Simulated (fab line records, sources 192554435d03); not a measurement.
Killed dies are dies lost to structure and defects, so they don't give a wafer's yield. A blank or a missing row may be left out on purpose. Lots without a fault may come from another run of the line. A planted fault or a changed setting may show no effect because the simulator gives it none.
Which tool did it? | flow n5_finfet | 10 lots, 30 wafers sampled, at 5 steps of a route of 1938

WHAT THE GAUGES READ, wafer by wafer
N5_BEOL_M15_CD_MEAS_10: target cd 360 nm.
lot  | measured     | on        | cd_nm (nm)
L127 | day 10 17:57 | cd_sem-03 | 363.9 360.5 360.6
L129 | day 11 12:49 | cd_sem-02 | 358.1 357.4 359.0
L130 | day 12 00:10 | cd_sem-02 | 359.7 354.0 358.9
L131 | day 12 12:37 | cd_sem-03 | 357.3 359.3 358.2
L134 | day 12 17:08 | cd_sem-03 | 361.9 358.9 359.5
L138 | day 13 20:04 | cd_sem-03 | 358.8 353.3 358.1
L139 | day 13 20:30 | cd_sem-02 | 359.2 358.8 358.6
L140 | day 14 17:26 | cd_sem-03 | 357.4 357.4 356.6
L144 | day 15 15:47 | cd_sem-02 | 360.6 356.9 362.7
L150 | day 17 07:01 | cd_sem-03 | 362.4 360.6 354.9

N5_BEOL_M15_OVL_MEAS_29.
lot  | measured     | on         | M15_OVL (nm)
L127 | day 10 19:55 | overlay-02 | 0 -2 1
L129 | day 11 14:28 | overlay-01 | 10 4 3
L130 | day 12 01:48 | overlay-01 | 10 2 2
L131 | day 12 14:07 | overlay-02 | 0 0 2
L134 | day 12 18:54 | overlay-01 | 11 3 16
L138 | day 13 21:33 | overlay-02 | 51 58 57
L139 | day 13 22:02 | overlay-02 | 57 55 51
L140 | day 14 19:02 | overlay-02 | 13 8 9
L144 | day 15 17:34 | overlay-02 | 0 2 5
L150 | day 17 08:36 | overlay-01 | -2 10 7

N5_BEOL_M15_INSPECT_30: inspects for defects (macro).
lot  | measured     | on                | raw_defect_count
L127 | day 10 19:57 | defect_inspect-02 | 3 2 0
L129 | day 11 14:29 | defect_inspect-01 | 2 5 1
L130 | day 12 01:49 | defect_inspect-01 | 2 3 1
L131 | day 12 14:08 | defect_inspect-02 | 2 5 3
L134 | day 12 18:55 | defect_inspect-01 | 0 2 1
L138 | day 13 21:35 | defect_inspect-01 | 4 2 1
L139 | day 13 22:04 | defect_inspect-02 | 1 0 2
L140 | day 14 19:04 | defect_inspect-01 | 1 1 0
L144 | day 15 17:35 | defect_inspect-01 | 4 2 3
L150 | day 17 08:37 | defect_inspect-02 | 0 2 3

WHICH TOOL RAN EACH LOT (tool, then ch and the chambers of the sampled wafers, then the start)
lot  | N5_BEOL_M15_ETCH_57                | N5_BEOL_M15_EXPOSE_25
L127 | rie_diel-02 ch 0,1,3, day 10 19:07 | krf_scanner-02 ch 0, day 10 19:43
L129 | rie_diel-02 ch 0,2,3, day 11 13:32 | krf_scanner-01 ch 0, day 11 14:15
L130 | rie_diel-06 ch 0,2,3, day 12 00:52 | krf_scanner-02 ch 0, day 12 01:36
L131 | rie_diel-06 ch 1,2, day 12 13:18   | krf_scanner-02 ch 0, day 12 13:55
L134 | rie_diel-02 ch 0,1,2, day 12 17:58 | krf_scanner-02 ch 0, day 12 18:42
L138 | rie_diel-02 ch 0,1,2, day 13 20:45 | krf_scanner-02 ch 0, day 13 21:21
L139 | rie_diel-02 ch 0,1, day 13 21:14   | krf_scanner-02 ch 0, day 13 21:50
L140 | rie_diel-05 ch 0,1,3, day 14 18:07 | krf_scanner-01 ch 0, day 14 18:50
L144 | rie_diel-05 ch 0,2, day 15 16:38   | krf_scanner-01 ch 0, day 15 17:22
L150 | rie_diel-06 ch 0,1,3, day 17 07:48 | krf_scanner-01 ch 0, day 17 08:24
- N5_BEOL_M15_ETCH_57: etches SOC in N2/H2, time 750 s.
- N5_BEOL_M15_EXPOSE_25: exposes mask M15, target cd 400 nm.

WHAT THE TOOLS THEMSELVES READ (means of the sampled wafers that have a number; where no wafer has one, the mark that the record gives instead)
N5_BEOL_M15_ETCH_57.
lot  | tool        | drypump_motor_current_A (A) | n2_flow_sccm (sccm) | oes_product_au (a.u.) | rf_vpp_V (V) | showerhead_plenum_p_Torr (Torr) | throttle_valve_pct (%)
L127 | rie_diel-02 | 5.5                         | 200.2               | 0.74                  | 524.3        | 2.53                            | 17.69
L129 | rie_diel-02 | 5.5                         | 200.0               | 0.72                  | 523.9        | 2.55                            | 17.86
L130 | rie_diel-06 | 5.7                         | 199.7               | 0.81                  | 523.2        | 2.52                            | 17.54
L131 | rie_diel-06 | 5.2                         | 199.8               | 0.84                  | 526.2        | 2.60                            | 17.55
L134 | rie_diel-02 | 5.7                         | 200.5               | 0.72                  | 522.5        | 2.47                            | 17.68
L138 | rie_diel-02 | 5.6                         | 199.6               | 0.71                  | 522.5        | 2.47                            | 17.68
L139 | rie_diel-02 | 5.3                         | 199.8               | 0.72                  | 522.3        | 2.47                            | 17.60
L140 | rie_diel-05 | 5.7                         | 199.8               | 0.80                  | 525.1        | 2.58                            | 17.91
L144 | rie_diel-05 | 5.8                         | 200.0               | 0.78                  | 525.6        | 2.60                            | 17.75
L150 | rie_diel-06 | 5.4                         | 199.5               | 0.81                  | 522.3        | 2.45                            | 17.46

N5_BEOL_M15_EXPOSE_25.
lot  | tool           | reticle_temp_C (C) | stage_vel_mm_s (mm/s)
L127 | krf_scanner-02 | 23.05              | 499.67
L129 | krf_scanner-01 | 23.02              | 499.85
L130 | krf_scanner-02 | 23.04              | 499.75
L131 | krf_scanner-02 | 23.06              | 499.88
L134 | krf_scanner-02 | 22.94              | 500.11
L138 | krf_scanner-02 | 22.90              | 499.73
L139 | krf_scanner-02 | 23.13              | 499.98
L140 | krf_scanner-01 | 22.93              | 499.86
L144 | krf_scanner-01 | 22.97              | 500.04
L150 | krf_scanner-01 | 23.21              | 500.12

THE ANSWER, worked out from the rows above alone
Rule: what is usual is taken from the lots themselves. Put in order of their means at a reading, lots are off if they are a third of the lots or fewer, leave a main group of 4 or more, and stand apart from it by a gap of 3 or more times the standard deviation of the main group's means; of several such gaps the widest counts. A main group whose means are all the same, to the digits that the tables above print for the reading, isn't used. A lot without any number at a reading at which 4 lots or more have one is off too. The other lots that the step has rows for count as sound. The gauges are gone through in route order, then the tools' own readings, and for those a lot's mean is taken as printed above. The first step at which some lot is off is used, and at that step the reading that is off furthest; a lot without a number counts as furthest.
Off: L138, L139, at N5_BEOL_M15_OVL_MEAS_29 (M15_OVL). The main group: mean 5 nm, standard deviation 3.6.
A tool fits if, at a process step before that reading, it ran every lot that is off, and no sound lot after the first of them. The gauges at N5_BEOL_M15_OVL_MEAS_29 are tried like those tools. Can't be told from this: 2 tools fit, rie_diel-02 at N5_BEOL_M15_ETCH_57, krf_scanner-02 at N5_BEOL_M15_EXPOSE_25.

WHAT THE SIMULATOR HAD PUT IN
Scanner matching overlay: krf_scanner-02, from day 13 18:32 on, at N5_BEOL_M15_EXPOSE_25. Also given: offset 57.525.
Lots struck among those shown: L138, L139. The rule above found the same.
